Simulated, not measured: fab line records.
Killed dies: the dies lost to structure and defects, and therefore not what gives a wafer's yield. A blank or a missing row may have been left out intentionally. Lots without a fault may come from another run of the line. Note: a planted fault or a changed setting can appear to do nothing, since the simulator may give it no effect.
fab line records	flow n5Finfet
record lots=7	wafers=39
route steps=1938 shown FIN_CUT@169 DUMMY_GATE@243 SD_EPI_P@300 HKMG_FIN@435 MOL_CONTACT_COAG@551
startH: start of the lot's first displayed wafer, in hours after the record's first day	waitH: how many hours have passed since the lot's step before this one	" same as the row above	L1.1+2: one row covering several wafers at once	- no value, or no start was given	* or withheld: withheld	< > ~ a bound
route shown NAME@n: names a module that has steps shown in the file, with the first one's number in the route	usual: mean and standard deviation over wafers with no fault	same: alike in all rows	chamber/n: place in a boat	sites: each site's reading	_std_site: standard deviation across them	_edge_site: mean of outer sites minus mean of inner sites	radiusMm: for every site, how far away it sits from the centre of the wafer	mask NAME#n: copy n	behind: the last tool/chamber to shape the wafer	hold: reason for holding the lot/hours on hold/outcome of the hold	device: which transistor (n, p or np) failed to switch	end of line: tests run on the same wafers once the route is complete	a step given without rows: its recipe and nothing more	killed: the dies lost at the first sort to structure and to defects; this is not the yield of the wafer	map: the dies of a wafer, with x for killed, . for not killed, _ for no die there
set.NAME: the run value of the setting; set.NAME@STEP: its run value at that earlier step	model.NAME: the simulator's own value behind a step, which no gauge read
lots run with intentionally changed settings; tables by step, rows by wafer
## steps
# step N5_FIN_CUT_ETCH_21
# recipe chemistry=N2/H2	target=SOC	targetDepthA=2190	overetchA=438	maskMaterial=SiARC	tempC=40	ionEnergyEv=100	biasW=61	timeS=523.5	pressureMtorr=30	sourceW=850	n2FlowSccm=200	h2FlowSccm=200
# usual rfVppV=240.1/1.7
lot.wafer	tool	chamber	startH	waitH	set.biasW	rfVppV	model.SiARC_of_FIN_CUT_COAT_19.thkNm
L079.1	rieDiel-01	3	58.05	0.0	61	242.0	12.2
L079.2	"	2	"	"	52	218.8	12.8
L079.3	"	1	"	"	52	217.1	13
L079.4	"	0	"	"	61	240.2	12
L079.5	"	1	"	"	61	239.9	12.2
L079.6	"	0	"	"	52	216.9	12.8
L082.1	rieDiel-02	0	76.08	0.0	49.5	209.2	13
L082.2	"	2	"	"	61	238.3	12
L082.3	"	3	"	"	61	241.3	11.8
L082.4	"	1	"	"	61	242.3	12
L082.5	"	0	"	"	49.5	209.4	13
L082.6	"	3	"	"	49.5	208.6	13
L083.1	rieDiel-02	3	81.80	0.0	66.07	252.3	11.6
L083.2	"	2	"	"	61	239.1	12
L083.3	"	0	"	"	61	239.6	12.2
L083.4	"	1	"	"	61	241.7	12.2
L083.5	"	3	"	"	66.07	251.0	11.6
L083.6	"	2	"	"	66.07	251.0	11.6
L084.1	rieDiel-01	2	90.02	0.0	57.35	230.4	12.2
L084.2	"	0	"	"	57.35	231.5	12.2
L084.3	"	3	"	"	61	240.0	12
L084.4	"	1	"	"	61	240.4	12
L084.5	"	2	"	"	57.35	230.6	12.2
L084.6	"	3	"	"	61	241.2	12
L085.1	rieDiel-02	0	93.47	0.0	67.58	256.4	11.6
L085.2	"	1	"	"	61	242.7	12
L085.3	"	2	"	"	61	237.7	11.8
L085.4	"	1	"	"	67.58	259.5	11.6
L085.5	"	2	"	"	61	237.3	12
L085.6	"	0	"	"	67.58	254.9	11.6
L091.2	rieDiel-06	0	131.35	0.0	61	240.2	12
L091.4	"	1	"	"	61	238.8	11.8
L091.5	"	3	"	"	61	240.1	12.2
L096.1	rieDiel-02	1	160.51	0.0	61	242.3	12.2
L096.2	"	2	"	"	61	238.9	12
L096.3	"	0	"	"	61	244.1	12
L096.4	"	3	"	"	61	238.4	12
L096.5	"	0	"	"	61	243.6	12
L096.6	"	3	"	"	61	239.0	12
# step N5_DUMMY_GATE_ETCH_31
# recipe chemistry=C4F6/O2	target=SiO2	maskMaterial=SOC	targetDepthA=825	timeS=27.5	ionEnergyEv=250	pressureMtorr=30	sourceW=345	biasW=185	Ar_flow_sccm=300	C4F6_flow_sccm=10	O2_flow_sccm=10
lot.wafer	tool	chamber	startH	waitH	set.targetDepthA	model.etch.depthNm	model.SOC_of_DUMMY_GATE_COAT_34.thkNm
L079.1	rieDiel-06	0	81.00	0.2	867.4	85.43	51.4
L079.2	"	3	"	"	867.4	85.79	51.2
L079.3	"	2	"	"	825	80.78	51.8
L079.4	"	1	"	"	825	81.6	51.8
L079.5	"	3	"	"	825	81.93	51.8
L079.6	"	0	"	"	867.4	85.39	51.2
L082.1	rieDiel-06	2	95.26	0.0	825	80.52	51.8
L082.2	"	1	"	"	731	72.42	52.8
L082.3	"	0	"	"	825	81.63	52
L082.4	"	3	"	"	731	72.53	52.6
L082.5	"	2	"	"	825	79.71	52
L082.6	"	3	"	"	731	71.95	52.6
L083.1	rieDiel-02	2	102.68	0.2	825	80.6	51.4
L083.2	"	0	"	"	825	81.14	51.6
L083.3	"	1	"	"	825	80.49	51.6
L083.4	"	1	"	"	825	80.64	51.6
L083.5	"	2	"	"	825	81.17	51.6
L083.6	"	0	"	"	825	80.62	51.6
L084.1	rieDiel-01	1	111.09	0.0	723.5	72.19	52.8
L084.2	"	2	"	"	723.5	72.85	52.6
L084.3	"	3	"	"	723.5	70.54	52.8
L084.4	"	0	"	"	825	83.68	51.4
L084.5	"	1	"	"	825	81.25	52
L084.6	"	2	"	"	825	83.21	51.6
L085.1	rieDiel-06	3	114.86	0.1	825	81.42	51.6
L085.2	"	0	"	"	825	80.91	52.2
L085.3	"	1	"	"	862	86.03	51.6
L085.4	"	1	"	"	862	86.79	51.2
L085.5	"	0	"	"	825	81.35	51.6
L085.6	"	3	"	"	862	85.98	51.6
L091.2	rieDiel-02	2	150.67	0.0	825	80.82	52
L091.4	"	2	"	"	825	81.29	51.8
L091.5	"	3	"	"	825	80.93	52
L096.1	rieDiel-01	0	181.97	0.0	825	81.64	52
L096.2	"	2	"	"	825	82.71	51.8
L096.3	"	1	"	"	825	80.19	52.2
L096.4	"	3	"	"	825	81.19	52
L096.5	"	2	"	"	825	81.89	52
L096.6	"	1	"	"	825	80.03	52.2
# step N5_SD_EPI_P_EXPOSE_06
# recipe maskId=SD_P_BLK	na=1.35	sourceShape=conventional	sigmaOuter=0.8	polarization=unpolarized	targetCdNm=240	doseMj=39.5
lot.wafer	tool	chamber	startH	waitH	mask	set.doseMj
L079.1+3+5	arfiScanner-01	0	87.74	-	SD_P_BLK#0	37.88
L079.2+4+6	"	0	"	"	SD_P_BLK#0	39.5
L082.1+2+3+4+5+6	arfiScanner-01	0	102.23	-	SD_P_BLK#0	39.5
L083.1+2+5	arfiScanner-02	0	109.87	-	SD_P_BLK#0	39.5
L083.3+4+6	"	0	"	"	SD_P_BLK#0	36.39
L084.1+4+6	arfiScanner-03	0	117.87	-	SD_P_BLK#0	37.71
L084.2+3+5	"	0	"	"	SD_P_BLK#0	39.5
L085.1+3+6	arfiScanner-01	0	121.00	-	SD_P_BLK#0	37.02
L085.2+4+5	"	0	"	"	SD_P_BLK#0	39.5
L091.2+4+5	arfiScanner-02	0	156.81	-	SD_P_BLK#0	39.5
L096.1+2+3+4+5+6	arfiScanner-01	0	188.40	-	SD_P_BLK#0	39.5
# step N5_SD_EPI_P_PEB_07
# recipe pebTempC=110	pebTimeS=60	resist=CAR-ArF-block
# step N5_SD_EPI_P_DEVELOP_08
# recipe developTimeS=30	developer=TMAH	resist=CAR-ArF-block	devTempC=23	rinseLiquid=diw	dry=airSpin
# step N5_SD_EPI_P_CD_MEAS_09
# recipe targetCdNm=240	landingEnergyEv=500	detector=seInlens
# usual cdNm=239.7/0.78
lot.wafer	tool	chamber	startH	waitH	set.doseMj@SD_EPI_P_EXPOSE_06	cdNm
L079.1	cdSem-03	0	87.87	-	37.88	236.8
L079.2	"	0	"	"	39.5	240.3
L079.3	"	0	"	"	37.88	236.8
L079.4	"	0	"	"	39.5	238.5
L079.5	"	0	"	"	37.88	236.2
L079.6	"	0	"	"	39.5	239.7
L082.1	cdSem-01	0	102.35	-	39.5	241.2
L082.2	"	0	"	"	39.5	242.0
L082.3	"	0	"	"	39.5	240.6
L082.4	"	0	"	"	39.5	240.5
L082.5	"	0	"	"	39.5	240.4
L082.6	"	0	"	"	39.5	241.2
L083.1	cdSem-02	0	109.99	-	39.5	240.0
L083.2	"	0	"	"	39.5	239.9
L083.3	"	0	"	"	36.39	234.6
L083.4	"	0	"	"	36.39	234.9
L083.5	"	0	"	"	39.5	239.9
L083.6	"	0	"	"	36.39	234.3
L084.1	cdSem-03	0	118.00	-	37.71	235.9
L084.2	"	0	"	"	39.5	238.5
L084.3	"	0	"	"	39.5	238.0
L084.4	"	0	"	"	37.71	236.0
L084.5	"	0	"	"	39.5	238.0
L084.6	"	0	"	"	37.71	236.5
L085.1	cdSem-02	0	121.12	-	37.02	234.7
L085.2	"	0	"	"	39.5	238.5
L085.3	"	0	"	"	37.02	233.9
L085.4	"	0	"	"	39.5	240.1
L085.5	"	0	"	"	39.5	238.9
L085.6	"	0	"	"	37.02	235.0
L091.2	cdSem-03	0	156.93	-	39.5	239.9
L091.4	"	0	"	"	39.5	240.4
L091.5	"	0	"	"	39.5	239.6
L096.1	cdSem-02	0	188.52	-	39.5	239.1
L096.2	"	0	"	"	39.5	239.7
L096.3	"	0	"	"	39.5	239.4
L096.4	"	0	"	"	39.5	238.7
L096.5	"	0	"	"	39.5	239.6
L096.6	"	0	"	"	39.5	239.2
# step N5_SD_EPI_P_DESCUM_14
# recipe chemistry=O2	timeS=7.9	sourcePowerW=50	biasPowerW=20	pressureMtorr=20	rfFrequencyHz=2.712e+07	tempC=40	resist=CAR-ArF-block	o2FlowSccm=225
lot.wafer	tool	chamber	startH	waitH	set.doseMj@SD_EPI_P_EXPOSE_06	model.SD_EPI_P.cdNm
L079.1+3	rieDiel-01	1,3	87.95	0.0	37.88	236.8
L079.2	"	2	"	"	39.5	240
L079.4	"	0	"	"	39.5	238.6
L079.5	"	3	"	"	37.88	236.2
L079.6	"	2	"	"	39.5	239.6
L082.1	rieDiel-06	3	102.45	0.0	39.5	241.2
L082.2	"	0	"	"	39.5	241.8
L082.3+5+6	"	1,1,3	"	"	39.5	240.8
L082.4	"	0	"	"	39.5	240.6
L083.1+2+5	rieDiel-01	0,2,2	110.08	0.0	39.5	240
L083.3	"	3	"	"	36.39	234.8
L083.4	"	1	"	"	36.39	-
L083.6	"	3	"	"	36.39	234.6
L084.1+4	rieDiel-02	2,0	118.15	0.1	37.71	235.8
L084.2	"	3	"	"	39.5	238.8
L084.3	"	1	"	"	39.5	238.2
L084.5	"	1	"	"	39.5	237.8
L084.6	"	2	"	"	37.71	236.6
L085.1	rieDiel-01	0	121.22	0.0	37.02	234.4
L085.2	"	1	"	"	39.5	238
L085.3	"	3	"	"	37.02	233.8
L085.4	"	2	"	"	39.5	239.6
L085.5	"	3	"	"	39.5	239
L085.6	"	2	"	"	37.02	234.8
L091.2	rieDiel-01	3	157.05	0.1	39.5	239.8
L091.4	"	2	"	"	39.5	240.4
L091.5	"	2	"	"	39.5	239.6
L096.1	rieDiel-01	1	188.62	0.0	39.5	239.4
L096.2	"	3	"	"	39.5	-
L096.3+5	"	2,1	"	"	39.5	239.6
L096.4	"	0	"	"	39.5	238.8
L096.6	"	2	"	"	39.5	239.2
# step N5_SD_EPI_P_ETCH_36
# recipe chemistry=CF4	target=SiARC	targetDepthA=455	maskMaterial=CAR-ArF-block	timeS=75.8	ionEnergyEv=80	pressureMtorr=40	sourceW=545	biasW=36	Ar_flow_sccm=100	cf4FlowSccm=100	ends=cleared
lot.wafer	tool	chamber	startH	waitH	set.doseMj@SD_EPI_P_EXPOSE_06	model.SD_EPI_P.cdNm
L079.1	rieDiel-01	1	87.99	0.0	37.88	236.8
L079.2	"	2	"	"	39.5	239.8
L079.3	"	3	"	"	37.88	237
L079.4	"	0	"	"	39.5	238.8
L079.5	"	3	"	"	37.88	236.4
L079.6	"	2	"	"	39.5	239.4
L082.1	rieDiel-06	3	102.49	0.0	39.5	241.2
L082.2	"	0	"	"	39.5	241.8
L082.3+4+6	"	1,0,3	"	"	39.5	240.8
L082.5	"	1	"	"	39.5	240.6
L083.1	rieDiel-01	0	110.11	0.0	39.5	240.2
L083.2+5	"	2	"	"	39.5	240
L083.3+4	"	3,1	"	"	36.39	235
L083.6	"	3	"	"	36.39	234.6
L084.1	rieDiel-02	2	118.19	0.0	37.71	236
L084.2	"	3	"	"	39.5	238.6
L084.3	"	1	"	"	39.5	238.2
L084.4	"	0	"	"	37.71	236.2
L084.5	"	1	"	"	39.5	237.8
L084.6	"	2	"	"	37.71	236.6
L085.1	rieDiel-01	0	121.26	0.0	37.02	234.6
L085.2	"	1	"	"	39.5	238.2
L085.3	"	3	"	"	37.02	234
L085.4	"	2	"	"	39.5	239.6
L085.5	"	3	"	"	39.5	238.8
L085.6	"	2	"	"	37.02	234.8
L091.2	rieDiel-01	3	157.09	0.0	39.5	239.8
L091.4	"	2	"	"	39.5	240.6
L091.5	"	2	"	"	39.5	240
L096.1	rieDiel-01	1	188.65	0.0	39.5	239.2
L096.2	"	3	"	"	39.5	239.8
L096.3+5	"	2,1	"	"	39.5	239.4
L096.4+6	"	0,2	"	"	39.5	239
# step N5_SD_EPI_P_ETCH_37
# recipe chemistry=N2/H2	target=SOC	overetchA=1080	maskMaterial=SiARC	tempC=40	ionEnergyEv=100	sourceW=3000	biasW=133	pressureMtorr=20	timeS=486	n2FlowSccm=200	h2FlowSccm=200	ends=endPoint
lot.wafer	tool	chamber	startH	waitH	set.doseMj@SD_EPI_P_EXPOSE_06	model.SD_EPI_P.cdNm
L079.1	rieDiel-01	1	88.05	0.0	37.88	238
L079.2	"	2	"	"	39.5	241
L079.3	"	3	"	"	37.88	237.8
L079.4	"	0	"	"	39.5	239.8
L079.5	"	3	"	"	37.88	237.6
L079.6	"	2	"	"	39.5	240.8
L082.1+5	rieDiel-06	3,1	102.54	0.0	39.5	240.4
L082.2	"	0	"	"	39.5	242
L082.3+6	"	1,3	"	"	39.5	239.8
L082.4	"	0	"	"	39.5	240.8
L083.1	rieDiel-01	0	110.17	0.0	39.5	241.4
L083.2+5	"	2	"	"	39.5	241.8
L083.3	"	3	"	"	36.39	236.4
L083.4+6	"	1,3	"	"	36.39	235.6
L084.1	rieDiel-02	2	118.25	0.0	37.71	236
L084.2	"	3	"	"	39.5	238.8
L084.3	"	1	"	"	39.5	236.8
L084.4	"	0	"	"	37.71	234.2
L084.5	"	1	"	"	39.5	237.4
L084.6	"	2	"	"	37.71	237
L085.1	rieDiel-01	0	121.31	0.0	37.02	235.2
L085.2	"	1	"	"	39.5	238.8
L085.3	"	3	"	"	37.02	235
L085.4	"	2	"	"	39.5	241.6
L085.5	"	3	"	"	39.5	240
L085.6	"	2	"	"	37.02	236.8
L091.2	rieDiel-01	3	157.15	0.0	39.5	240.6
L091.4	"	2	"	"	39.5	241.2
L091.5	"	2	"	"	39.5	241.4
L096.1	rieDiel-01	1	188.71	0.0	39.5	239.2
L096.2	"	3	"	"	39.5	240.2
L096.3	"	2	"	"	39.5	238.4
L096.4	"	0	"	"	39.5	238.8
L096.5	"	1	"	"	39.5	239.6
L096.6	"	2	"	"	39.5	238.6
# step N5_SD_EPI_P_STRIP_38
# recipe chemistry=N2/H2	tempC=40	n2FlowSccm=200	h2FlowSccm=200	rfFrequencyHz=6e+07
# step N5_SD_EPI_P_ETCHBACK_46
# recipe chemistry=CH3F/O2	mode=anisotropicEtchback	target=SiNx	targetDepthA=175	stopOn=SiO2	overEtchFrac=0.3	ionEnergyEv=120	pressureMtorr=30	sourceW=395	biasW=73	Ar_flow_sccm=150	CH3F_flow_sccm=30	O2_flow_sccm=20
# step N5_SD_EPI_P_ETCH_47
# recipe chemistry=CH3F/O2	target=SiOCN	targetDepthA=250	maskMaterial=SOC	ionEnergyEv=60	biasW=29	pressureMtorr=30	sourceW=410	Ar_flow_sccm=150	CH3F_flow_sccm=30	O2_flow_sccm=20
lot.wafer	tool	chamber	startH	waitH	set.doseMj@SD_EPI_P_EXPOSE_06	model.SD_EPI_P.cdNm
L079.1	rieDiel-01	1	88.47	0.1	37.88	238
L079.2	"	2	"	"	39.5	241
L079.3	"	3	"	"	37.88	237.8
L079.4	"	0	"	"	39.5	239.8
L079.5	"	3	"	"	37.88	237.6
L079.6	"	2	"	"	39.5	240.8
L082.1+5	rieDiel-06	3,1	102.97	0.1	39.5	240.4
L082.2	"	0	"	"	39.5	241.8
L082.3	"	1	"	"	39.5	239.8
L082.4	"	0	"	"	39.5	240.8
L082.6	"	3	"	"	39.5	240
L083.1	rieDiel-01	0	110.59	0.1	39.5	241.4
L083.2	"	2	"	"	39.5	241.8
L083.3	"	3	"	"	36.39	236.2
L083.4+6	"	1,3	"	"	36.39	235.6
L083.5	"	2	"	"	39.5	241.6
L084.1	rieDiel-02	2	118.67	0.1	37.71	236
L084.2	"	3	"	"	39.5	238.8
L084.3	"	1	"	"	39.5	236.8
L084.4	"	0	"	"	37.71	234.2
L084.5	"	1	"	"	39.5	237.4
L084.6	"	2	"	"	37.71	236.8
L085.1	rieDiel-01	0	121.74	0.1	37.02	235.4
L085.2	"	1	"	"	39.5	238.6
L085.3	"	3	"	"	37.02	234.8
L085.4	"	2	"	"	39.5	241.2
L085.5	"	3	"	"	39.5	239.8
L085.6	"	2	"	"	37.02	236.6
L091.2	rieDiel-01	3	157.57	0.1	39.5	240.6
L091.4	"	2	"	"	39.5	241
L091.5	"	2	"	"	39.5	241.4
L096.1	rieDiel-01	1	189.13	0.1	39.5	239.2
L096.2	"	3	"	"	39.5	240.2
L096.3	"	2	"	"	39.5	238.2
L096.4	"	0	"	"	39.5	238.8
L096.5	"	1	"	"	39.5	239.8
L096.6	"	2	"	"	39.5	238.6
# step N5_HKMG_FIN_ETCH_32
# recipe chemistry=N2/H2	target=SOC	targetDepthA=2400	tempC=40	timeS=300	ionEnergyEv=200	maskMaterial=SiARC	pressureMtorr=30	sourceW=840	biasW=150	n2FlowSccm=200	h2FlowSccm=200
# usual rfVppV=523.8/2.2
lot.wafer	tool	chamber	startH	waitH	set.biasW	rfVppV	model.HKMG_FIN.featureDepthNm	model.etch.depthNm	model.SiARC_of_HKMG_FIN_COAT_30.thkNm
L079.1	rieDiel-03	1	110.74	0.0	150	521.2	246	246	20.6
L079.2	"	0	"	"	150	519.6	234.8	234.8	22
L079.3	"	2	"	"	150	522.6	255.8	255.7	20
L079.4	"	3	"	"	150	522.6	245.4	245.4	20.6
L079.5	"	3	"	"	150	522.8	244.6	244.6	20.6
L079.6	"	2	"	"	150	524.2	254.2	254.3	20
L082.1	rieDiel-04	3	124.06	0.0	150	526.1	236.6	236.7	21.8
L082.2	"	2	"	"	150	520.7	233.6	233.5	21.8
L082.3	"	0	"	"	173.7	575.4	256	256	19
L082.4	"	3	"	"	173.7	577.8	255.4	255.4	19.2
L082.5	"	0	"	"	173.7	573.6	256.6	256.5	19
L082.6	"	2	"	"	150	520.6	234.2	234.1	21.8
L083.1	rieDiel-04	3	130.46	0.0	177.3	584.7	256	256.1	18.6
L083.2	"	0	"	"	150	524.0	238	238	21.6
L083.3	"	2	"	"	177.3	576.8	253.8	253.8	18.6
L083.4	"	0	"	"	177.3	582.9	260.4	260.3	18.4
L083.5	"	2	"	"	150	520.4	232.2	232.1	21.6
L083.6	"	3	"	"	150	527.0	235	235	21.8
L084.1	rieDiel-03	3	140.21	0.0	150	523.2	238.2	238.2	20.8
L084.2	"	2	"	"	150	521.7	249.6	249.5	20.4
L084.3	"	1	"	"	150	523.3	244.6	244.6	20.6
L084.4	"	3	"	"	150	522.4	239.8	239.7	20.8
L084.5	"	1	"	"	150	523.4	243.2	243.2	20.6
L084.6	"	2	"	"	150	523.4	250.4	250.3	20.2
L085.1	rieDiel-03	2	141.73	0.0	150	521.3	249.8	249.8	20.4
L085.2	"	1	"	"	163.8	552.1	255.6	255.5	19.2
L085.3	"	3	"	"	163.8	551.5	250.4	250.3	19.6
L085.4	"	1	"	"	150	523.2	244.8	244.8	20.8
L085.5	"	3	"	"	150	523.4	240.2	240.2	21
L085.6	"	2	"	"	163.8	552.3	262	262	18.8
L091.2	rieDiel-05	0	179.34	0.0	150	524.5	244.8	244.8	20.8
L091.4	"	2	"	"	150	525.6	253.2	253.3	20.2
L091.5	"	1	"	"	150	526.4	243.4	243.4	21.2
L096.1	rieDiel-03	0	211.04	0.0	150	528.0	243.2	243.2	21.4
L096.2	"	2	"	"	176.2	577.2	271	271	17.2
L096.3	"	1	"	"	176.2	577.6	265	265	17.6
L096.4	"	3	"	"	150	521.8	239.4	239.4	20.8
L096.5	"	3	"	"	150	522.4	241.8	241.9	20.8
L096.6	"	0	"	"	176.2	585.3	261.8	261.7	18.6
# step N5_MOL_CONTACT_COAG_SPUTTER_130
# recipe material=Co	targetThkA=475	tempC=25	chamberPressurePa=0.5	powerW=3000
lot.wafer	tool	chamber	startH	waitH	set.powerW	model.Co_of_MOL_CONTACT_COAG_SPUTTER_130.thkNm
L079.1	pvdSputter-01	-	128.68	0.0	2621	41.8
L079.2	"	-	"	"	3000	47.8
L079.3	"	-	"	"	3000	49
L079.4	"	-	"	"	2621	41.4
L079.5	"	-	"	"	2621	43
L079.6	"	-	"	"	3000	47.6
L082.1+3	pvdSputter-03	-	142.37	0.0	3000	47.6
L082.2+5	"	-	"	"	3000	47.8
L082.4+6	"	-	"	"	3000	48
L083.1+2	pvdSputter-01	-	149.32	0.0	3000	47.2
L083.3	"	-	"	"	2714	43.8
L083.4	"	-	"	"	2714	42.2
L083.5	"	-	"	"	2714	42.4
L083.6	"	-	"	"	3000	48
L084.1	pvdSputter-02	-	158.21	0.0	2552	39.6
L084.2	"	-	"	"	3000	46.4
L084.3	"	-	"	"	2552	40
L084.4	"	-	"	"	2552	39.2
L084.5	"	-	"	"	3000	46.2
L084.6	"	-	"	"	3000	47
L085.1	pvdSputter-02	-	161.85	0.0	3271	51.6
L085.2	"	-	"	"	3000	47
L085.3	"	-	"	"	3271	51.4
L085.4	"	-	"	"	3271	51.2
L085.5	"	-	"	"	3000	46.8
L085.6	"	-	"	"	3000	47.6
L091.2	pvdSputter-01	-	198.28	0.0	3000	47.4
L091.4	"	-	"	"	3000	48.4
L091.5	"	-	"	"	3000	48.6
L096.1	pvdSputter-01	-	231.78	0.0	2576	40.8
L096.2	"	-	"	"	2576	39.6
L096.3	"	-	"	"	3000	47.2
L096.4	"	-	"	"	2576	39.8
L096.5	"	-	"	"	3000	46.4
L096.6	"	-	"	"	3000	47.6
## key
split step=N5_FIN_CUT_ETCH_21	setting=biasW	stated=61	by=wafer
response step=N5_FIN_CUT_ETCH_21	reading=rfVppV	change=+1.61	per=1%	r=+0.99
response step=N5_FIN_CUT_ETCH_21	reading=model.SiARC_of_FIN_CUT_COAT_19.thkNm	change=-0.0506	per=1%	r=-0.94
split step=N5_DUMMY_GATE_ETCH_31	setting=targetDepthA	stated=825	by=wafer
response step=N5_DUMMY_GATE_ETCH_31	reading=model.etch.depthNm	change=+0.83	per=1%	r=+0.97
response step=N5_DUMMY_GATE_ETCH_31	reading=model.SOC_of_DUMMY_GATE_COAT_34.thkNm	change=-0.0785	per=1%	r=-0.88
split step=N5_SD_EPI_P_EXPOSE_06	setting=doseMj	stated=39.5	by=wafer
response step=N5_SD_EPI_P_CD_MEAS_09	reading=cdNm	change=+0.661	per=1%	r=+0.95
response step=N5_SD_EPI_P_DESCUM_14	reading=model.SD_EPI_P.cdNm	change=+0.659	per=1%	r=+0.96
response step=N5_SD_EPI_P_ETCH_36	reading=model.SD_EPI_P.cdNm	change=+0.634	per=1%	r=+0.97
response step=N5_SD_EPI_P_ETCH_37	reading=model.SD_EPI_P.cdNm	change=+0.675	per=1%	r=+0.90
response step=N5_SD_EPI_P_ETCH_47	reading=model.SD_EPI_P.cdNm	change=+0.668	per=1%	r=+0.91
split step=N5_HKMG_FIN_ETCH_32	setting=biasW	stated=150	by=wafer
response step=N5_HKMG_FIN_ETCH_32	reading=rfVppV	change=+3.23	per=1%	r=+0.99
response step=N5_HKMG_FIN_ETCH_32	reading=model.HKMG_FIN.featureDepthNm	change=+1.3	per=1%	r=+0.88
response step=N5_HKMG_FIN_ETCH_32	reading=model.etch.depthNm	change=+1.3	per=1%	r=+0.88
response step=N5_HKMG_FIN_ETCH_32	reading=model.SiARC_of_HKMG_FIN_COAT_30.thkNm	change=-0.175	per=1%	r=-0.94
split step=N5_MOL_CONTACT_COAG_SPUTTER_130	setting=powerW	stated=3000	by=wafer
response step=N5_MOL_CONTACT_COAG_SPUTTER_130	reading=model.Co_of_MOL_CONTACT_COAG_SPUTTER_130.thkNm	change=+0.48	per=1%	r=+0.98
